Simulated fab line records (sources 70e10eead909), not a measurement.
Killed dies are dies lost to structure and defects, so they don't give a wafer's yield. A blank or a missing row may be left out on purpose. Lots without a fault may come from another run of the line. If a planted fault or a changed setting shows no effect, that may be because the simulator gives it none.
Which tool was responsible? || flow nandHarc || 12 lots with 36 wafers sampled at 4 steps, on a route of 1159 steps

== WHAT THE GAUGES READ, wafer by wafer ==
The record lacks any reading of a measuring or inspecting step that a usual standard deviation could be used to judge.

== WHICH TOOL RAN EACH LOT (tool, then ch and the chambers of the sampled wafers, then the start) ==
{"lot": "L238", "NHARC_A_M1_DEP_33": "pecvd-04 ch 1,2, day 17 23:58", "NHARC_A_BONDPAD_ETCH_34": "rieDiel-08 ch 0,2,3, day 18 02:08", "NHARC_A_BONDPAD_ETCH_12": "rieDiel-08 ch 0,2,3, day 18 02:15", "NHARC_A_BONDPAD_PVD_17": "pvdSputter-02, no start"}
{"lot": "L241", "NHARC_A_M1_DEP_33": "pecvd-03 ch 0,1,2, day 18 04:26", "NHARC_A_BONDPAD_ETCH_34": "rieDiel-10 ch 0,2,3, day 18 06:36", "NHARC_A_BONDPAD_ETCH_12": "rieDiel-10 ch 0,1,3, day 18 06:47", "NHARC_A_BONDPAD_PVD_17": "pvdSputter-03, no start"}
{"lot": "L240", "NHARC_A_M1_DEP_33": "pecvd-02 ch 1,2, day 18 06:05", "NHARC_A_BONDPAD_ETCH_34": "rieDiel-08 ch 0,1,3, day 18 08:10", "NHARC_A_BONDPAD_ETCH_12": "rieDiel-08 ch 0,2,3, day 18 08:16", "NHARC_A_BONDPAD_PVD_17": "pvdSputter-03, no start"}
{"lot": "L237", "NHARC_A_M1_DEP_33": "pecvd-03 ch 0,1,2, day 18 06:55", "NHARC_A_BONDPAD_ETCH_34": "rieDiel-06 ch 1,3, day 18 08:54", "NHARC_A_BONDPAD_ETCH_12": "rieDiel-06 ch 1,3, day 18 09:00", "NHARC_A_BONDPAD_PVD_17": "pvdSputter-02, no start"}
{"lot": "L242", "NHARC_A_M1_DEP_33": "pecvd-03 ch 0,1,2, day 18 09:24", "NHARC_A_BONDPAD_ETCH_34": "rieDiel-08 ch 0,1,2, day 18 11:17", "NHARC_A_BONDPAD_ETCH_12": "rieDiel-08 ch 1,2, day 18 11:22", "NHARC_A_BONDPAD_PVD_17": "pvdSputter-01, no start"}
{"lot": "L239", "NHARC_A_M1_DEP_33": "pecvd-03 ch 1,2, day 18 12:11", "NHARC_A_BONDPAD_ETCH_34": "rieDiel-10 ch 1,2, day 18 14:32", "NHARC_A_BONDPAD_ETCH_12": "rieDiel-10 ch 1,2,3, day 18 14:38", "NHARC_A_BONDPAD_PVD_17": "pvdSputter-02, no start"}
{"lot": "L246", "NHARC_A_M1_DEP_33": "pecvd-02 ch 0,1, day 20 04:11", "NHARC_A_BONDPAD_ETCH_34": "rieDiel-06 ch 0,1,3, day 20 06:16", "NHARC_A_BONDPAD_ETCH_12": "rieDiel-06 ch 0,1,3, day 20 06:22", "NHARC_A_BONDPAD_PVD_17": "pvdSputter-02, no start"}
{"lot": "L251", "NHARC_A_M1_DEP_33": "pecvd-02 ch 1,2, day 21 03:20", "NHARC_A_BONDPAD_ETCH_34": "rieDiel-10 ch 0,2,3, day 21 05:56", "NHARC_A_BONDPAD_ETCH_12": "rieDiel-10 ch 0,1,2, day 21 06:04", "NHARC_A_BONDPAD_PVD_17": "pvdSputter-02, no start"}
{"lot": "L252", "NHARC_A_M1_DEP_33": "pecvd-04 ch 0,1, day 21 06:00", "NHARC_A_BONDPAD_ETCH_34": "rieDiel-08 ch 1,3, day 21 08:05", "NHARC_A_BONDPAD_ETCH_12": "rieDiel-08 ch 0,2,3, day 21 08:11", "NHARC_A_BONDPAD_PVD_17": "pvdSputter-03, no start"}
{"lot": "L253", "NHARC_A_M1_DEP_33": "pecvd-04 ch 0,1,2, day 21 06:20", "NHARC_A_BONDPAD_ETCH_34": "rieDiel-08 ch 1,2,3, day 21 08:26", "NHARC_A_BONDPAD_ETCH_12": "rieDiel-08 ch 1,2,3, day 21 08:32", "NHARC_A_BONDPAD_PVD_17": "pvdSputter-01, no start"}
{"lot": "L258", "NHARC_A_M1_DEP_33": "pecvd-04 ch 0,2, day 23 11:52", "NHARC_A_BONDPAD_ETCH_34": "rieDiel-06 ch 1,3, day 23 13:50", "NHARC_A_BONDPAD_ETCH_12": "rieDiel-06 ch 0,1, day 23 13:56", "NHARC_A_BONDPAD_PVD_17": "pvdSputter-03, no start"}
{"lot": "L260", "NHARC_A_M1_DEP_33": "pecvd-02 ch 0,1, day 24 05:30", "NHARC_A_BONDPAD_ETCH_34": "rieDiel-06 ch 0,3, day 24 07:30", "NHARC_A_BONDPAD_ETCH_12": "rieDiel-06 ch 0,2,3, day 24 07:36", "NHARC_A_BONDPAD_PVD_17": "pvdSputter-02, no start"}
- NHARC_A_M1_DEP_33: deposits SiCN, target thk 30 nm.
- NHARC_A_BONDPAD_ETCH_34: etches the open film in N2/H2, target depth 60 nm, overetch 18 nm, time 65.91 s.
- NHARC_A_BONDPAD_ETCH_12: etches the open film in CHF3/O2, target depth 220 nm, time 110 s.
- NHARC_A_BONDPAD_PVD_17: deposits TaN, target thk 5 nm, time 8.06 s.

== WHAT THE TOOLS THEMSELVES READ (means of the sampled wafers that have a number; where no wafer has one, the mark that the record gives instead) ==
NHARC_A_M1_DEP_33. Usual: heaterPowerW 625 W, standard deviation 79; rfFwdPowerW 449.1 W, standard deviation 1.4.
{"lot": "L238", "tool": "pecvd-04", "heaterPowerW (W)": 653, "rfFwdPowerW (W)": 450.0, "flag": ""}
{"lot": "L241", "tool": "pecvd-03", "heaterPowerW (W)": 606, "rfFwdPowerW (W)": 449.4, "flag": ""}
{"lot": "L240", "tool": "pecvd-02", "heaterPowerW (W)": 577, "rfFwdPowerW (W)": 450.5, "flag": ""}
{"lot": "L237", "tool": "pecvd-03", "heaterPowerW (W)": 662, "rfFwdPowerW (W)": 449.8, "flag": ""}
{"lot": "L242", "tool": "pecvd-03", "heaterPowerW (W)": 585, "rfFwdPowerW (W)": 448.6, "flag": ""}
{"lot": "L239", "tool": "pecvd-03", "heaterPowerW (W)": 699, "rfFwdPowerW (W)": 448.9, "flag": ""}
{"lot": "L246", "tool": "pecvd-02", "heaterPowerW (W)": 517, "rfFwdPowerW (W)": 448.2, "flag": ""}
{"lot": "L251", "tool": "pecvd-02", "heaterPowerW (W)": 580, "rfFwdPowerW (W)": 448.8, "flag": ""}
{"lot": "L252", "tool": "pecvd-04", "heaterPowerW (W)": 637, "rfFwdPowerW (W)": 450.3, "flag": ""}
{"lot": "L253", "tool": "pecvd-04", "heaterPowerW (W)": 681, "rfFwdPowerW (W)": 450.1, "flag": ""}
{"lot": "L258", "tool": "pecvd-04", "heaterPowerW (W)": 704, "rfFwdPowerW (W)": 450.1, "flag": ""}
{"lot": "L260", "tool": "pecvd-02", "heaterPowerW (W)": 511, "rfFwdPowerW (W)": 450.2, "flag": ""}

NHARC_A_BONDPAD_ETCH_34. Usual: chamberPressureMTorr 30.001 mTorr, standard deviation 0.03; drypumpMotorCurrentA 5.8 A, standard deviation 0.34; mfcArSccm 0.009 sccm, standard deviation 0.012; oesProductAu 1.004 a.u., standard deviation 0.011; rfFwdPowerW 396.1 W, standard deviation 1.2; rfVppV 430.1 V, standard deviation 2; runLengthS 87.0 s, standard deviation 0.49; showerheadPlenumPTorr 2.02 Torr, standard deviation 0.066; throttleValvePct 14.171 %, standard deviation 0.0085.
{"lot": "L238", "tool": "rieDiel-08", "chamberPressureMTorr (mTorr)": 30.002, "drypumpMotorCurrentA (A)": 5.7, "mfcArSccm (sccm)": 0.013, "oesProductAu (a.u.)": 1.000, "rfFwdPowerW (W)": 397.2, "rfVppV (V)": 429.2, "runLengthS (s)": 87.5, "showerheadPlenumPTorr (Torr)": 1.98, "throttleValvePct (%)": 14.176, "flag": ""}
{"lot": "L241", "tool": "rieDiel-10", "chamberPressureMTorr (mTorr)": 30.004, "drypumpMotorCurrentA (A)": 5.6, "mfcArSccm (sccm)": 0.006, "oesProductAu (a.u.)": 0.997, "rfFwdPowerW (W)": 397.4, "rfVppV (V)": 430.8, "runLengthS (s)": 87.2, "showerheadPlenumPTorr (Torr)": 2.05, "throttleValvePct (%)": 14.174, "flag": ""}
{"lot": "L240", "tool": "rieDiel-08", "chamberPressureMTorr (mTorr)": 30.005, "drypumpMotorCurrentA (A)": 5.9, "mfcArSccm (sccm)": 0.013, "oesProductAu (a.u.)": 1.006, "rfFwdPowerW (W)": 395.7, "rfVppV (V)": 431.9, "runLengthS (s)": 87.6, "showerheadPlenumPTorr (Torr)": 2.06, "throttleValvePct (%)": 14.173, "flag": ""}
{"lot": "L237", "tool": "rieDiel-06", "chamberPressureMTorr (mTorr)": 29.996, "drypumpMotorCurrentA (A)": 5.9, "mfcArSccm (sccm)": 0.000, "oesProductAu (a.u.)": 0.994, "rfFwdPowerW (W)": 396.3, "rfVppV (V)": 429.2, "runLengthS (s)": 86.5, "showerheadPlenumPTorr (Torr)": 2.01, "throttleValvePct (%)": 14.165, "flag": ""}
{"lot": "L242", "tool": "rieDiel-08", "chamberPressureMTorr (mTorr)": 29.999, "drypumpMotorCurrentA (A)": 6.0, "mfcArSccm (sccm)": 0.005, "oesProductAu (a.u.)": 1.007, "rfFwdPowerW (W)": 396.6, "rfVppV (V)": 429.3, "runLengthS (s)": 87.1, "showerheadPlenumPTorr (Torr)": 2.02, "throttleValvePct (%)": 14.167, "flag": ""}
{"lot": "L239", "tool": "rieDiel-10", "chamberPressureMTorr (mTorr)": 29.977, "drypumpMotorCurrentA (A)": 5.2, "mfcArSccm (sccm)": 0.035, "oesProductAu (a.u.)": 0.985, "rfFwdPowerW (W)": 396.6, "rfVppV (V)": 428.0, "runLengthS (s)": 87.0, "showerheadPlenumPTorr (Torr)": 1.96, "throttleValvePct (%)": 14.170, "flag": ""}
{"lot": "L246", "tool": "rieDiel-06", "chamberPressureMTorr (mTorr)": 30.024, "drypumpMotorCurrentA (A)": 5.8, "mfcArSccm (sccm)": 0.009, "oesProductAu (a.u.)": 1.013, "rfFwdPowerW (W)": 395.0, "rfVppV (V)": 429.0, "runLengthS (s)": 86.8, "showerheadPlenumPTorr (Torr)": 2.00, "throttleValvePct (%)": 14.165, "flag": ""}
{"lot": "L251", "tool": "rieDiel-10", "chamberPressureMTorr (mTorr)": 29.998, "drypumpMotorCurrentA (A)": 5.6, "mfcArSccm (sccm)": 0.006, "oesProductAu (a.u.)": 1.000, "rfFwdPowerW (W)": 397.7, "rfVppV (V)": 430.8, "runLengthS (s)": 87.1, "showerheadPlenumPTorr (Torr)": 2.04, "throttleValvePct (%)": 14.177, "flag": ""}
{"lot": "L252", "tool": "rieDiel-08", "chamberPressureMTorr (mTorr)": 29.984, "drypumpMotorCurrentA (A)": 6.2, "mfcArSccm (sccm)": 0.008, "oesProductAu (a.u.)": 1.014, "rfFwdPowerW (W)": 396.8, "rfVppV (V)": 432.4, "runLengthS (s)": 87.3, "showerheadPlenumPTorr (Torr)": 2.10, "throttleValvePct (%)": 14.173, "flag": ""}
{"lot": "L253", "tool": "rieDiel-08", "chamberPressureMTorr (mTorr)": 29.985, "drypumpMotorCurrentA (A)": 6.0, "mfcArSccm (sccm)": 0.008, "oesProductAu (a.u.)": 1.000, "rfFwdPowerW (W)": 396.5, "rfVppV (V)": 430.1, "runLengthS (s)": 87.3, "showerheadPlenumPTorr (Torr)": 2.01, "throttleValvePct (%)": 14.171, "flag": ""}
{"lot": "L258", "tool": "rieDiel-06", "chamberPressureMTorr (mTorr)": 29.965, "drypumpMotorCurrentA (A)": 5.7, "mfcArSccm (sccm)": 0.000, "oesProductAu (a.u.)": 1.023, "rfFwdPowerW (W)": 395.4, "rfVppV (V)": 429.0, "runLengthS (s)": 86.6, "showerheadPlenumPTorr (Torr)": 1.97, "throttleValvePct (%)": 14.181, "flag": ""}
{"lot": "L260", "tool": "rieDiel-06", "chamberPressureMTorr (mTorr)": 29.983, "drypumpMotorCurrentA (A)": 5.7, "mfcArSccm (sccm)": 0.017, "oesProductAu (a.u.)": 1.008, "rfFwdPowerW (W)": 395.0, "rfVppV (V)": 428.7, "runLengthS (s)": 87.1, "showerheadPlenumPTorr (Torr)": 1.99, "throttleValvePct (%)": 14.167, "flag": ""}

NHARC_A_BONDPAD_ETCH_12. Usual: chamberPressureMTorr 25.000 mTorr, standard deviation 0.023; drypumpMotorCurrentA 5.8 A, standard deviation 0.34; mfcArSccm 200.0 sccm, standard deviation 0.74; oesProductAu 0.951 a.u., standard deviation 0.027; rfFwdPowerW 497.0 W, standard deviation 1.5; rfVppV 370.2 V, standard deviation 1.9; runLengthS 131.1 s, standard deviation 0.48; showerheadPlenumPTorr 2.38 Torr, standard deviation 0.075; throttleValvePct 20.573 %, standard deviation 0.0082.
{"lot": "L238", "tool": "rieDiel-08", "chamberPressureMTorr (mTorr)": 25.008, "drypumpMotorCurrentA (A)": 5.7, "mfcArSccm (sccm)": 200.2, "oesProductAu (a.u.)": 0.929, "rfFwdPowerW (W)": 497.1, "rfVppV (V)": 368.4, "runLengthS (s)": 131.5, "showerheadPlenumPTorr (Torr)": 2.33, "throttleValvePct (%)": 20.589, "flag": ""}
{"lot": "L241", "tool": "rieDiel-10", "chamberPressureMTorr (mTorr)": 24.985, "drypumpMotorCurrentA (A)": 5.5, "mfcArSccm (sccm)": 200.2, "oesProductAu (a.u.)": 0.910, "rfFwdPowerW (W)": 497.2, "rfVppV (V)": 369.4, "runLengthS (s)": 131.2, "showerheadPlenumPTorr (Torr)": 2.36, "throttleValvePct (%)": 20.575, "flag": ""}
{"lot": "L240", "tool": "rieDiel-08", "chamberPressureMTorr (mTorr)": 24.989, "drypumpMotorCurrentA (A)": 5.7, "mfcArSccm (sccm)": 200.6, "oesProductAu (a.u.)": 0.930, "rfFwdPowerW (W)": 497.6, "rfVppV (V)": 368.9, "runLengthS (s)": 131.5, "showerheadPlenumPTorr (Torr)": 2.33, "throttleValvePct (%)": 20.580, "flag": ""}
{"lot": "L237", "tool": "rieDiel-06", "chamberPressureMTorr (mTorr)": 25.002, "drypumpMotorCurrentA (A)": 5.7, "mfcArSccm (sccm)": 199.4, "oesProductAu (a.u.)": 0.916, "rfFwdPowerW (W)": 494.8, "rfVppV (V)": 368.7, "runLengthS (s)": 130.6, "showerheadPlenumPTorr (Torr)": 2.33, "throttleValvePct (%)": 20.573, "flag": ""}
{"lot": "L242", "tool": "rieDiel-08", "chamberPressureMTorr (mTorr)": 24.985, "drypumpMotorCurrentA (A)": 6.3, "mfcArSccm (sccm)": 200.8, "oesProductAu (a.u.)": 0.940, "rfFwdPowerW (W)": 497.9, "rfVppV (V)": 371.0, "runLengthS (s)": 131.2, "showerheadPlenumPTorr (Torr)": 2.42, "throttleValvePct (%)": 20.574, "flag": ""}
{"lot": "L239", "tool": "rieDiel-10", "chamberPressureMTorr (mTorr)": 24.984, "drypumpMotorCurrentA (A)": 5.4, "mfcArSccm (sccm)": 199.9, "oesProductAu (a.u.)": 0.919, "rfFwdPowerW (W)": 498.8, "rfVppV (V)": 369.7, "runLengthS (s)": 131.0, "showerheadPlenumPTorr (Torr)": 2.38, "throttleValvePct (%)": 20.576, "flag": ""}
{"lot": "L246", "tool": "rieDiel-06", "chamberPressureMTorr (mTorr)": 24.999, "drypumpMotorCurrentA (A)": 5.8, "mfcArSccm (sccm)": 199.9, "oesProductAu (a.u.)": 0.966, "rfFwdPowerW (W)": 495.6, "rfVppV (V)": 370.5, "runLengthS (s)": 117.0, "showerheadPlenumPTorr (Torr)": 2.36, "throttleValvePct (%)": 20.586, "flag": "OFF"}
{"lot": "L251", "tool": "rieDiel-10", "chamberPressureMTorr (mTorr)": 24.990, "drypumpMotorCurrentA (A)": 5.4, "mfcArSccm (sccm)": 200.0, "oesProductAu (a.u.)": 0.919, "rfFwdPowerW (W)": 497.2, "rfVppV (V)": 369.3, "runLengthS (s)": 131.2, "showerheadPlenumPTorr (Torr)": 2.35, "throttleValvePct (%)": 20.572, "flag": ""}
{"lot": "L252", "tool": "rieDiel-08", "chamberPressureMTorr (mTorr)": 25.011, "drypumpMotorCurrentA (A)": 5.7, "mfcArSccm (sccm)": 200.1, "oesProductAu (a.u.)": 0.965, "rfFwdPowerW (W)": 497.8, "rfVppV (V)": 369.2, "runLengthS (s)": 131.7, "showerheadPlenumPTorr (Torr)": 2.33, "throttleValvePct (%)": 20.574, "flag": ""}
{"lot": "L253", "tool": "rieDiel-08", "chamberPressureMTorr (mTorr)": 24.965, "drypumpMotorCurrentA (A)": 5.9, "mfcArSccm (sccm)": 199.8, "oesProductAu (a.u.)": 0.968, "rfFwdPowerW (W)": 497.0, "rfVppV (V)": 370.0, "runLengthS (s)": 131.7, "showerheadPlenumPTorr (Torr)": 2.37, "throttleValvePct (%)": 20.569, "flag": ""}
{"lot": "L258", "tool": "rieDiel-06", "chamberPressureMTorr (mTorr)": 24.982, "drypumpMotorCurrentA (A)": 6.1, "mfcArSccm (sccm)": 199.6, "oesProductAu (a.u.)": 0.920, "rfFwdPowerW (W)": 496.3, "rfVppV (V)": 370.0, "runLengthS (s)": 131.1, "showerheadPlenumPTorr (Torr)": 2.39, "throttleValvePct (%)": 20.566, "flag": ""}
{"lot": "L260", "tool": "rieDiel-06", "chamberPressureMTorr (mTorr)": 25.014, "drypumpMotorCurrentA (A)": 5.6, "mfcArSccm (sccm)": 199.8, "oesProductAu (a.u.)": 0.934, "rfFwdPowerW (W)": 497.2, "rfVppV (V)": 369.7, "runLengthS (s)": 131.1, "showerheadPlenumPTorr (Torr)": 2.38, "throttleValvePct (%)": 20.579, "flag": ""}

NHARC_A_BONDPAD_PVD_17. Usual: chamberPressurePa 0.12002 Pa, standard deviation 0.00023; throttleValvePct 29.5 %, standard deviation 0.94.
{"lot": "L238", "tool": "pvdSputter-02", "chamberPressurePa (Pa)": 0.12012, "throttleValvePct (%)": 30.4, "flag": ""}
{"lot": "L241", "tool": "pvdSputter-03", "chamberPressurePa (Pa)": 0.11996, "throttleValvePct (%)": 29.0, "flag": ""}
{"lot": "L240", "tool": "pvdSputter-03", "chamberPressurePa (Pa)": 0.11996, "throttleValvePct (%)": 28.7, "flag": ""}
{"lot": "L237", "tool": "pvdSputter-02", "chamberPressurePa (Pa)": 0.12001, "throttleValvePct (%)": 30.4, "flag": ""}
{"lot": "L242", "tool": "pvdSputter-01", "chamberPressurePa (Pa)": 0.11991, "throttleValvePct (%)": 30.1, "flag": ""}
{"lot": "L239", "tool": "pvdSputter-02", "chamberPressurePa (Pa)": 0.11998, "throttleValvePct (%)": 30.2, "flag": ""}
{"lot": "L246", "tool": "pvdSputter-02", "chamberPressurePa (Pa)": 0.12011, "throttleValvePct (%)": 29.6, "flag": ""}
{"lot": "L251", "tool": "pvdSputter-02", "chamberPressurePa (Pa)": 0.11984, "throttleValvePct (%)": 30.3, "flag": ""}
{"lot": "L252", "tool": "pvdSputter-03", "chamberPressurePa (Pa)": 0.12013, "throttleValvePct (%)": 28.6, "flag": ""}
{"lot": "L253", "tool": "pvdSputter-01", "chamberPressurePa (Pa)": 0.11993, "throttleValvePct (%)": 29.4, "flag": ""}
{"lot": "L258", "tool": "pvdSputter-03", "chamberPressurePa (Pa)": 0.12014, "throttleValvePct (%)": 29.9, "flag": ""}
{"lot": "L260", "tool": "pvdSputter-02", "chamberPressurePa (Pa)": 0.12019, "throttleValvePct (%)": 29.6, "flag": ""}

== THE ANSWER, worked out from the rows above alone ==
Rule: a lot counts as off when the mean over its wafers that have a number is more than 3 standard deviations away from the usual mean. A lot without any number at a reading at which 4 lots or more have one is off too. Any other lot the step has rows for is counted as sound. Order of review: gauges by route order, followed by the tools' own readings, for which a lot's mean as printed above is used. The first step at which some lot is off is used, and at that step the reading that is off furthest; a lot without a number counts as furthest.
Off at NHARC_A_BONDPAD_ETCH_12 (runLengthS): L246.
A tool fits if, at that step or a process step before it, it ran every lot that is off, and no sound lot after the first of them. No candidate that was tried fits.

== WHAT THE SIMULATOR HAD PUT IN ==
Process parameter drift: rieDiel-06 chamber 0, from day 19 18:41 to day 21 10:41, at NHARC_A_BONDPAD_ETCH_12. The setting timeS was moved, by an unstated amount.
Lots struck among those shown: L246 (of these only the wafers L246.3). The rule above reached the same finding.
